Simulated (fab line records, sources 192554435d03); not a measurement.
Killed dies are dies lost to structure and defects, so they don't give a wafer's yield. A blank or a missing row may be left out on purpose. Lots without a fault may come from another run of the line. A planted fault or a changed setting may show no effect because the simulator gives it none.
Which tool did it? | flow n5_finfet | 14 lots, 42 wafers sampled, at 9 steps of a route of 1938

WHAT THE GAUGES READ, wafer by wafer
N5_FIN_SAQP_CD_MEAS_31: target cd 8 nm.
lot  | measured    | on        | cd_nm (nm)
L260 | day 2 13:51 | cd_sem-02 | 7.74 7.96 7.97
L261 | day 2 20:36 | cd_sem-02 | 7.96 8.23 7.56
L262 | day 3 01:40 | cd_sem-03 | 8.57 8.14 8.20
L265 | day 3 21:14 | cd_sem-03 | 8.17 8.01 8.32
L266 | day 4 01:26 | cd_sem-03 | 8.72 8.19 8.00
L267 | day 4 08:53 | cd_sem-02 | 8.35 8.33 7.88
L268 | day 4 14:34 | cd_sem-02 | 8.11 7.87 8.52
L269 | day 4 20:59 | cd_sem-03 | 7.97 8.35 8.26
L270 | day 5 03:48 | cd_sem-01 | 8.43 8.10 8.14
L272 | day 5 16:17 | cd_sem-02 | 8.19 8.30 4.44
L273 | day 5 19:55 | cd_sem-01 | 4.48 8.14 7.95
L274 | day 6 03:21 | cd_sem-03 | 7.71 8.41 7.72
L280 | day 7 13:44 | cd_sem-02 | 7.95 7.79 8.29
L281 | day 7 20:25 | cd_sem-02 | 7.66 7.99 8.36

N5_FIN_SAQP_CD_MEAS_37: target cd 8 nm.
lot  | measured    | on        | cd_nm (nm)
L260 | day 2 14:18 | cd_sem-02 | 8.12 7.41 7.73
L261 | day 2 21:03 | cd_sem-01 | 8.03 8.04 8.02
L262 | day 3 02:07 | cd_sem-02 | 8.85 7.98 7.88
L265 | day 3 21:42 | cd_sem-03 | 8.32 7.83 8.44
L266 | day 4 01:54 | cd_sem-01 | 8.31 8.16 8.25
L267 | day 4 09:21 | cd_sem-01 | 8.24 7.80 8.26
L268 | day 4 15:16 | cd_sem-03 | 8.08 8.02 7.60
L269 | day 4 21:27 | cd_sem-02 | 7.54 8.40 8.21
L270 | day 5 04:15 | cd_sem-03 | 8.29 8.01 8.06
L272 | day 5 16:56 | cd_sem-01 | 8.66 7.92 4.18
L273 | day 5 20:22 | cd_sem-03 | 4.95 8.10 8.06
L274 | day 6 03:48 | cd_sem-01 | 8.60 8.22 8.02
L280 | day 7 14:22 | cd_sem-02 | 8.18 7.78 7.84
L281 | day 7 20:58 | cd_sem-03 | 7.65 8.34 8.14

N5_STI_FIN_REVEAL_CD_MEAS_22: target cd 6.238 nm, pitch 28 nm.
lot  | measured    | on        | cd_nm (nm)
L260 | day 3 00:28 | cd_sem-02 | 6.19 6.10 5.96
L261 | day 3 09:28 | cd_sem-01 | 5.93 6.17 6.39
L262 | day 3 13:31 | cd_sem-03 | 6.07 6.55 6.20
L265 | day 4 08:16 | cd_sem-01 | 6.66 5.87 6.74
L266 | day 4 12:36 | cd_sem-01 | 6.57 6.46 6.22
L267 | day 4 20:32 | cd_sem-03 | 5.84 6.34 5.95
L268 | day 5 04:09 | cd_sem-03 | 6.03 5.82 6.43
L269 | day 5 08:43 | cd_sem-03 | 6.28 5.97 6.72
L270 | day 5 16:11 | cd_sem-03 | 6.32 5.97 6.53
L272 | day 6 03:10 | cd_sem-01 | 6.08 6.08 3.02
L273 | day 6 07:14 | cd_sem-03 | 3.26 6.14 6.31
L274 | day 6 14:32 | cd_sem-02 | 6.58 6.57 5.91
L280 | day 8 02:56 | cd_sem-01 | 6.48 6.58 6.55
L281 | day 8 08:08 | cd_sem-02 | 5.72 6.36 5.99

N5_BEOL_M4_RC_MEAS_101.
lot  | measured     | on        | DIBL_N (mV/V)  | DIBL_P (mV/V)  | IOFF_N (nA/um) | IOFF_N_85C (nA/um) | IOFF_N_LIN (nA/um) | IOFF_P (nA/um) | IOFF_P_85C (nA/um) | IOFF_P_LIN (nA/um) | ION_N (uA/um) | ION_P (uA/um) | SS_N (mV/dec)  | SS_P (mV/dec)  | VT_N (mV)   | VT_N_LVT (mV) | VT_P (mV)      | VT_P_LVT (mV)
L260 | day 8 16:59  | prober-02 | 32.8 33.6 32.4 | 33.2 34.1 32.9 | 0.11 0.11 0.10 | 2.3 2.2 2.1        | 0.055 0.052 0.049  | 0.14 0.14 0.13 | 2.5 2.5 2.4        | 0.070 0.070 0.067  | 650 640 651   | 452 435 444   | 70.8 70.8 70.5 | 72.9 73.1 72.6 | 255 259 258 | 102 105 105   | -258 -259 -258 | -105.8 -106.0 -106.9
L261 | day 9 05:14  | prober-02 | 35.8 37.4 35.5 | 35.0 36.8 34.3 | 0.13 0.16 0.13 | 2.6 3.1 2.6        | 0.062 0.074 0.064  | 0.18 0.22 0.18 | 3.2 3.7 3.2        | 0.089 0.100 0.089  | 661 669 669   | 453 462 459   | 71.1 72.1 71.0 | 72.7 73.6 73.0 | 251 252 252 | 102 98 101    | -252 -250 -251 | -100.7 -99.1 -100.5
L262 | day 9 12:59  | prober-01 | 37.3 36.3 36.6 | 37.0 33.6 35.0 | 0.16 0.15 0.14 | 3.1 2.9 2.8        | 0.076 0.068 0.067  | 0.24 0.19 0.21 | 4.1 3.3 3.6        | 0.110 0.092 0.099  | 672 658 661   | 469 450 461   | 71.5 72.1 72.0 | 73.0 73.0 73.7 | 253 252 251 | 99 100 99     | -246 -252 -251 | -96.0 -100.2 -98.1
L265 | day 9 11:01  | prober-02 | 35.9 33.1 36.3 | 36.7 32.7 36.9 | 0.16 0.11 0.17 | 3.1 2.2 3.3        | 0.075 0.055 0.080  | 0.22 0.16 0.22 | 3.8 2.9 3.9        | 0.104 0.084 0.106  | 684 657 678   | 462 456 460   | 70.7 70.2 71.2 | 73.4 71.7 73.2 | 248 252 247 | 98 104 96     | -252 -254 -248 | -99.3 -101.9 -98.5
L266 | day 9 13:34  | prober-02 | 36.2 39.5 36.9 | 38.6 41.0 38.6 | 0.18 0.23 0.18 | 3.4 4.2 3.4        | 0.085 0.100 0.081  | 0.23 0.26 0.21 | 3.8 4.3 3.6        | 0.102 0.109 0.094  | 695 689 679   | 470 451 456   | 72.5 73.2 72.7 | 73.3 75.1 74.0 | 245 245 248 | 95 94 96      | -250 -253 -254 | -99.7 -99.2 -101.2
L267 | day 10 04:37 | prober-02 | 37.3 40.0 34.2 | 35.6 39.7 33.6 | 0.15 0.20 0.11 | 3.0 3.9 2.3        | 0.068 0.087 0.055  | 0.20 0.27 0.18 | 3.4 4.5 3.1        | 0.098 0.120 0.091  | 661 683 652   | 455 464 455   | 72.2 73.4 71.5 | 73.8 73.9 72.0 | 252 248 255 | 103 98 106    | -250 -249 -252 | -100.5 -97.1 -102.5
L268 | day 10 09:46 | prober-01 | 35.1 33.3 36.9 | 35.3 33.8 37.2 | 0.13 0.11 0.16 | 2.7 2.2 3.0        | 0.065 0.055 0.074  | 0.17 0.15 0.20 | 3.2 2.9 3.6        | 0.086 0.078 0.095  | 665 658 675   | 456 457 459   | 70.7 70.6 72.0 | 72.8 73.1 73.7 | 253 255 251 | 101 105 100   | -254 -257 -251 | -101.8 -102.9 -100.5
L269 | day 11 04:35 | prober-02 | 37.5 36.8 39.8 | 36.0 35.3 39.6 | 0.17 0.16 0.23 | 3.3 3.1 4.2        | 0.080 0.074 0.102  | 0.22 0.21 0.31 | 3.8 3.7 5.1        | 0.106 0.106 0.139  | 689 670 699   | 475 464 482   | 71.7 71.8 72.4 | 72.8 72.9 73.8 | 248 248 243 | 97 98 92      | -247 -246 -241 | -98.1 -98.9 -92.5
L270 | day 11 13:04 | prober-01 | 38.2 34.0 36.5 | 38.1 32.7 35.6 | 0.20 0.13 0.17 | 3.8 2.6 3.4        | 0.090 0.062 0.075  | 0.28 0.19 0.24 | 4.6 3.4 4.1        | 0.127 0.097 0.114  | 686 665 675   | 473 461 469   | 71.8 70.9 70.3 | 74.0 72.1 73.5 | 245 251 250 | 94 100 96     | -246 -249 -246 | -94.3 -97.6 -95.1
L272 | day 11 21:35 | prober-01 | 34.7 36.6 13.7 | 34.6 36.6 5.3  | 0.13 0.15 0.01 | 2.7 3.0 0.2        | 0.063 0.073 0.005  | 0.18 0.20 0.02 | 3.3 3.6 0.4        | 0.091 0.099 0.015  | 674 669 510   | 464 457 381   | 70.5 71.8 66.6 | 73.1 72.7 65.3 | 248 251 306 | 101 99 154    | -256 -250 -284 | -99.6 -98.8 -132.5
L273 | day 11 16:10 | prober-01 | 16.4 38.1 36.4 | 10.4 38.9 37.9 | 0.01 0.21 0.17 | 0.3 3.9 3.3        | 0.007 0.086 0.080  | 0.03 0.25 0.22 | 0.6 4.2 3.9        | 0.022 0.112 0.105  | 522 670 684   | 389 463 469   | 67.7 72.7 71.6 | 65.7 72.8 74.0 | 296 247 251 | 145 97 97     | -277 -244 -247 | -126.6 -97.4 -97.5
L274 | day 12 00:19 | prober-01 | 35.3 35.6 34.8 | 36.0 35.1 35.6 | 0.14 0.14 0.13 | 2.8 2.8 2.7        | 0.067 0.066 0.062  | 0.21 0.19 0.20 | 3.7 3.3 3.6        | 0.102 0.093 0.099  | 675 669 666   | 473 460 461   | 70.9 70.4 71.4 | 73.6 73.2 72.9 | 251 252 254 | 99 102 101    | -248 -250 -251 | -97.6 -100.6 -97.7
L280 | day 13 22:01 | prober-01 | 38.1 37.9 35.8 | 39.6 38.2 37.0 | 0.19 0.18 0.15 | 3.6 3.5 2.9        | 0.087 0.084 0.071  | 0.26 0.23 0.20 | 4.3 3.9 3.5        | 0.115 0.103 0.096  | 677 696 674   | 462 474 464   | 72.5 72.1 71.2 | 74.5 74.2 74.0 | 246 249 251 | 95 96 100     | -246 -248 -251 | -96.4 -99.4 -100.4
L281 | day 14 01:53 | prober-02 | 34.6 36.8 36.9 | 33.6 35.7 35.7 | 0.13 0.17 0.16 | 2.6 3.3 3.1        | 0.064 0.081 0.076  | 0.20 0.23 0.23 | 3.4 4.0 3.8        | 0.102 0.115 0.112  | 674 690 682   | 473 475 473   | 70.6 71.4 71.3 | 72.7 73.0 72.5 | 250 249 253 | 102 97 100    | -251 -247 -247 | -99.1 -95.6 -97.6

WHICH TOOL RAN EACH LOT (tool, then ch and the chambers of the sampled wafers, then the start)
lot  | N5_FIN_SAQP_ETCH_52               | N5_FIN_SAQP_HM_OPEN_73            | N5_FIN_SAQP_STRIP_55              | N5_FIN_SAQP_SPACER2_ALD_28       | N5_FIN_SAQP_HM_CD_35
L260 | rie_diel-05 ch 0,1,2, day 2 09:23 | rie_diel-05 ch 0,1,2, day 2 09:29 | rie_diel-05 ch 0,1,2, day 2 09:41 | ald_sin-03 ch 1,3, day 2 13:20   | cd_sem-03, day 2 14:07
L261 | rie_diel-06 ch 0,3, day 2 16:57   | rie_diel-06 ch 0,3, day 2 17:04   | rie_diel-04 ch 0,1, day 2 17:15   | ald_sin-02 ch 0,1,3, day 2 20:04 | cd_sem-01, day 2 20:52
L262 | rie_diel-06 ch 1,2,3, day 2 21:47 | rie_diel-06 ch 1,2,3, day 2 21:53 | rie_diel-05 ch 0,3, day 2 22:10   | ald_sin-01 ch 0,1, day 3 01:08   | cd_sem-01, day 3 01:55
L265 | rie_diel-04 ch 0,3, day 3 17:28   | rie_diel-04 ch 0,3, day 3 17:34   | rie_diel-04 ch 1,2,3, day 3 17:45 | ald_sin-01 ch 1,2,3, day 3 20:43 | cd_sem-03, day 3 21:31
L266 | rie_diel-06 ch 0,1,2, day 3 21:48 | rie_diel-06 ch 0,1,2, day 3 21:55 | rie_diel-06 ch 0,2, day 3 22:05   | ald_sin-02 ch 0,2, day 4 00:51   | cd_sem-03, day 4 01:43
L267 | rie_diel-06 ch 0,1, day 4 04:29   | rie_diel-06 ch 0,1, day 4 04:35   | rie_diel-05 ch 0,1, day 4 04:47   | ald_sin-01 ch 0,2,3, day 4 08:22 | cd_sem-03, day 4 09:10
L268 | rie_diel-05 ch 0,2,3, day 4 10:13 | rie_diel-05 ch 0,2,3, day 4 10:19 | rie_diel-04 ch 0,1,2, day 4 10:31 | ald_sin-01 ch 0,2,3, day 4 14:02 | cd_sem-02, day 4 15:05
L269 | rie_diel-05 ch 0,1,2, day 4 15:59 | rie_diel-05 ch 0,1,2, day 4 16:05 | rie_diel-04 ch 1,2,3, day 4 16:16 | ald_sin-03 ch 1,2,3, day 4 20:28 | cd_sem-02, day 4 21:16
L270 | rie_diel-06 ch 0,1,3, day 4 22:19 | rie_diel-06 ch 0,1,3, day 4 22:25 | rie_diel-04 ch 0,1,2, day 4 22:36 | ald_sin-03 ch 1,2,3, day 5 03:15 | cd_sem-01, day 5 04:04
L272 | rie_diel-04 ch 1,2,3, day 5 12:47 | rie_diel-04 ch 1,2,3, day 5 12:53 | rie_diel-05 ch 0,2,3, day 5 13:05 | ald_sin-03 ch 0,1,2, day 5 15:44 | cd_sem-01, day 5 16:44
L273 | rie_diel-06 ch 0,2,3, day 5 16:21 | rie_diel-06 ch 0,2,3, day 5 16:27 | rie_diel-05 ch 0,1,2, day 5 16:43 | ald_sin-03 ch 0,1,3, day 5 19:23 | cd_sem-01, day 5 20:11
L274 | rie_diel-04 ch 1,2, day 5 23:03   | rie_diel-04 ch 1,2, day 5 23:10   | rie_diel-06 ch 0,1, day 5 23:20   | ald_sin-01 ch 0,1,3, day 6 02:45 | cd_sem-01, day 6 03:37
L280 | rie_diel-05 ch 0,2,3, day 7 09:55 | rie_diel-05 ch 0,2,3, day 7 10:01 | rie_diel-04 ch 0,1, day 7 10:12   | ald_sin-01 ch 1,2,3, day 7 13:13 | cd_sem-01, day 7 14:11
L281 | rie_diel-04 ch 2,3, day 7 15:59   | rie_diel-04 ch 2,3, day 7 16:05   | rie_diel-04 ch 2,3, day 7 16:17   | ald_sin-01 ch 1,2, day 7 19:52   | cd_sem-02, day 7 20:46
- N5_FIN_SAQP_ETCH_52: etches SOC in N2/H2, target depth 100 nm, overetch 20 nm, time 150 s.
- N5_FIN_SAQP_HM_OPEN_73: chemistry CHF3/O2, target SiO2, stops on a-Si, target depth 12 nm, time 16.8 s.
- N5_FIN_SAQP_STRIP_55: strips in N2/H2.
- N5_FIN_SAQP_SPACER2_ALD_28: deposits SiO2, target thk 8.1 nm, pulse time 1 s, purge time 2 s.
- N5_FIN_SAQP_HM_CD_35: target cd 8 nm.

WHAT THE TOOLS THEMSELVES READ (means of the sampled wafers that have a number; where no wafer has one, the mark that the record gives instead)
N5_FIN_SAQP_ETCH_52.
lot  | tool        | drypump_motor_current_A (A) | oes_product_au (a.u.) | rf_vpp_V (V) | showerhead_plenum_p_Torr (Torr) | temp_c (C) | throttle_valve_pct (%)
L260 | rie_diel-05 | 6.1                         | 0.72                  | 524.0        | 2.52                            | 40.03      | 17.94
L261 | rie_diel-06 | 6.0                         | 0.63                  | 523.1        | 2.52                            | 40.10      | 18.08
L262 | rie_diel-06 | 5.4                         | 0.65                  | 522.7        | 2.48                            | 39.96      | 17.88
L265 | rie_diel-04 | 5.7                         | 0.69                  | 525.2        | 2.61                            | 40.02      | 18.05
L266 | rie_diel-06 | 5.9                         | 0.64                  | 522.4        | 2.48                            | 40.03      | 17.90
L267 | rie_diel-06 | 6.2                         | 0.64                  | 521.1        | 2.46                            | 40.08      | 18.03
L268 | rie_diel-05 | 5.9                         | 0.71                  | 524.4        | 2.55                            | 39.98      | 17.83
L269 | rie_diel-05 | 6.1                         | 0.70                  | 522.5        | 2.52                            | 40.04      | 17.96
L270 | rie_diel-06 | 5.7                         | 0.64                  | 521.0        | 2.45                            | 40.01      | 18.02
L272 | rie_diel-04 | 5.2                         | 0.72                  | 524.6        | 2.56                            | 39.95      | 17.95
L273 | rie_diel-06 | 5.7                         | 0.71                  | 524.0        | 2.53                            | 40.06      | 17.88
L274 | rie_diel-04 | 5.5                         | 0.76                  | 526.2        | 2.60                            | 40.05      | 17.94
L280 | rie_diel-05 | 5.9                         | 0.69                  | 523.1        | 2.54                            | 40.05      | 17.88
L281 | rie_diel-04 | 4.9                         | 0.66                  | 522.9        | 2.50                            | 40.04      | 18.01

N5_FIN_SAQP_HM_OPEN_73.
lot  | tool        | CHF3_flow_sccm (sccm) | drypump_motor_current_A (A) | oes_product_au (a.u.) | rf_vpp_V (V) | showerhead_plenum_p_Torr (Torr) | throttle_valve_pct (%)
L260 | rie_diel-05 | 50.03                 | 6.1                         | 0.48                  | 528          | 2.38                            | 18.87
L261 | rie_diel-06 | 49.92                 | 6.0                         | 0.42                  | 523          | 2.39                            | 18.93
L262 | rie_diel-06 | 50.01                 | 5.4                         | 0.43                  | 522          | 2.35                            | 18.91
L265 | rie_diel-04 | 49.88                 | 5.6                         | 0.46                  | 522          | 2.46                            | 18.95
L266 | rie_diel-06 | 49.94                 | 5.9                         | 0.44                  | 522          | 2.36                            | 18.90
L267 | rie_diel-06 | 49.75                 | 6.2                         | 0.43                  | 519          | 2.34                            | 18.95
L268 | rie_diel-05 | 50.06                 | 5.9                         | 0.48                  | 536          | 2.41                            | 18.82
L269 | rie_diel-05 | 50.15                 | 6.1                         | 0.46                  | 526          | 2.37                            | 18.89
L270 | rie_diel-06 | 50.04                 | 5.7                         | 0.43                  | 522          | 2.33                            | 18.98
L272 | rie_diel-04 | 49.89                 | 5.2                         | 0.48                  | 522          | 2.43                            | 18.98
L273 | rie_diel-06 | 50.08                 | 5.7                         | 0.47                  | 525          | 2.40                            | 18.81
L274 | rie_diel-04 | 49.81                 | 5.5                         | 0.50                  | 515          | 2.48                            | 19.00
L280 | rie_diel-05 | 50.04                 | 5.9                         | 0.46                  | 536          | 2.40                            | 18.86
L281 | rie_diel-04 | 49.96                 | 4.9                         | 0.44                  | 529          | 2.38                            | 19.01

N5_FIN_SAQP_STRIP_55.
lot  | tool        | drypump_motor_current_A (A) | oes_product_au (a.u.) | rf_vpp_V (V) | showerhead_plenum_p_Torr (Torr) | temp_c (C) | throttle_valve_pct (%)
L260 | rie_diel-05 | 6.2                         | 0.80                  | 120.4        | 3.33                            | 39.91      | 19.0
L261 | rie_diel-04 | 5.9                         | 0.72                  | 122.2        | 3.47                            | 40.06      | 19.6
L262 | rie_diel-05 | 5.7                         | 0.79                  | 122.0        | 3.36                            | 40.13      | 19.1
L265 | rie_diel-04 | 5.2                         | 0.82                  | 122.1        | 3.39                            | 40.10      | 19.0
L266 | rie_diel-06 | 6.1                         | 0.70                  | 121.9        | 3.37                            | 40.03      | 19.4
L267 | rie_diel-05 | 6.0                         | 0.77                  | 121.3        | 3.26                            | 40.00      | 19.0
L268 | rie_diel-04 | 5.6                         | 0.82                  | 122.3        | 3.48                            | 40.03      | 19.2
L269 | rie_diel-04 | 5.2                         | 0.81                  | 122.4        | 3.38                            | 39.96      | 19.0
L270 | rie_diel-04 | 5.6                         | 0.81                  | 123.5        | 3.48                            | 39.96      | 19.1
L272 | rie_diel-05 | 5.9                         | 0.79                  | 121.1        | 3.36                            | 40.08      | 18.9
L273 | rie_diel-05 | 6.1                         | 0.78                  | 122.6        | 3.32                            | 40.02      | 19.1
L274 | rie_diel-06 | 5.9                         | 0.73                  | 120.5        | 3.16                            | 40.04      | 19.0
L280 | rie_diel-04 | 5.9                         | 0.79                  | 122.7        | 3.49                            | 40.07      | 19.5
L281 | rie_diel-04 | 4.9                         | 0.71                  | 122.5        | 3.39                            | 39.92      | 18.9

N5_FIN_SAQP_SPACER2_ALD_28.
lot  | tool       | heater_power_w (W) | precursor_pulse_height_rel
L260 | ald_sin-03 | 486                | 1.016
L261 | ald_sin-02 | 467                | 1.005
L262 | ald_sin-01 | 439                | 1.003
L265 | ald_sin-01 | 429                | 1.008
L266 | ald_sin-02 | 457                | 1.027
L267 | ald_sin-01 | 420                | 0.989
L268 | ald_sin-01 | 412                | 1.012
L269 | ald_sin-03 | 492                | 0.981
L270 | ald_sin-03 | 494                | 1.017
L272 | ald_sin-03 | 506                | 1.007
L273 | ald_sin-03 | 474                | 1.014
L274 | ald_sin-01 | 437                | 0.998
L280 | ald_sin-01 | 439                | 0.999
L281 | ald_sin-01 | 446                | 1.018

N5_FIN_SAQP_HM_CD_35.
lot  | tool      | cd_nm (nm)
L260 | cd_sem-03 | 7.95
L261 | cd_sem-01 | 8.21
L262 | cd_sem-01 | 8.22
L265 | cd_sem-03 | 8.03
L266 | cd_sem-03 | 8.32
L267 | cd_sem-03 | 8.10
L268 | cd_sem-02 | 7.99
L269 | cd_sem-02 | 8.07
L270 | cd_sem-01 | 8.31
L272 | cd_sem-01 | 7.03
L273 | cd_sem-01 | 7.03
L274 | cd_sem-01 | 8.02
L280 | cd_sem-01 | 8.24
L281 | cd_sem-02 | 8.14

THE ANSWER, worked out from the rows above alone
Rule: what is usual is taken from the lots themselves. Put in order of their means at a reading, lots are off if they are a third of the lots or fewer, leave a main group of 4 or more, and stand apart from it by a gap of 3 or more times the standard deviation of the main group's means; of several such gaps the widest counts. A main group whose means are all the same, to the digits that the tables above print for the reading, isn't used. A lot without any number at a reading at which 4 lots or more have one is off too. The other lots that the step has rows for count as sound. The gauges are gone through in route order, then the tools' own readings, and for those a lot's mean is taken as printed above. The first step at which some lot is off is used, and at that step the reading that is off furthest; a lot without a number counts as furthest.
Off: L272, L273, at N5_FIN_SAQP_CD_MEAS_31 (cd_nm). The main group: mean 8.11 nm, standard deviation 0.14.
A tool fits if, at a process step before that reading, it ran every lot that is off, and no sound lot after the first of them. The gauges at N5_FIN_SAQP_CD_MEAS_31 aren't tried: what is off there is off at N5_BEOL_M4_RC_MEAS_101 too, on other tools, and a gauge's error can't cause that. Can't be told from this: 2 tools fit, rie_diel-05 at N5_FIN_SAQP_STRIP_55, ald_sin-03 at N5_FIN_SAQP_SPACER2_ALD_28.

WHAT THE SIMULATOR HAD PUT IN
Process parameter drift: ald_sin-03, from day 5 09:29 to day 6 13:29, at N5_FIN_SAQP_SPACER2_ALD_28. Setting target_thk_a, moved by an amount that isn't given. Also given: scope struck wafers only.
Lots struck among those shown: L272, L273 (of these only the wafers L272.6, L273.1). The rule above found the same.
